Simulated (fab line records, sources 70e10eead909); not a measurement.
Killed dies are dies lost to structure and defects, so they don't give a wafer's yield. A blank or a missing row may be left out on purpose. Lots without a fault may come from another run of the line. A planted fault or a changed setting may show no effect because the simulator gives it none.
Chamber matching | flow nand_harc | NHARC_P_GATE_DESCUM_13 on rie_diel-08: 4 sister chambers
The step chemistry O2, time 3 s. 4 wafers are shown with their chamber, then 7 later ones without.

WAFERS WITH THEIR CHAMBER
wafer  | chamber | drypump_motor_current_A (A)
L755.3 | 2       | 5.32
L755.6 | 0       | 5.58
L762.2 | 1       | 5.92
L762.3 | 3       | 5.96

WAFERS WITHOUT THEIR CHAMBER
wafer  | drypump_motor_current_A (A)
L762.4 | 5.57
L763.1 | 5.30
L763.3 | 5.56
L763.5 | 5.34
L764.2 | 5.97
L764.3 | 5.34
L764.5 | 5.91

WHICH CHAMBER EACH WENT THROUGH
wafer  | from the rows above | in truth
L762.4 | 0                   | 0
L763.1 | 2                   | 2
L763.3 | 0                   | 0
L763.5 | 2                   | 2
L764.2 | 3                   | 3
L764.3 | 2                   | 2
L764.5 | 1                   | 1
Placed correctly: 7 of 7. Can't be placed from these rows: 0. Placed wrongly: 0.
How it was worked out, from the rows above alone: a wafer's distance from a chamber is the root of the sum, over the readings, of the square of ((its reading less the chamber's mean) divided by the reading's scatter). The wafer belongs to the nearest chamber; if the next one is less than 2 further off, it can't be placed. A chamber's mean is the mean of its shown wafers. The scatter: with one shown wafer a chamber, the root of the mean of the squares of how far each hidden wafer lies from its nearest shown one.
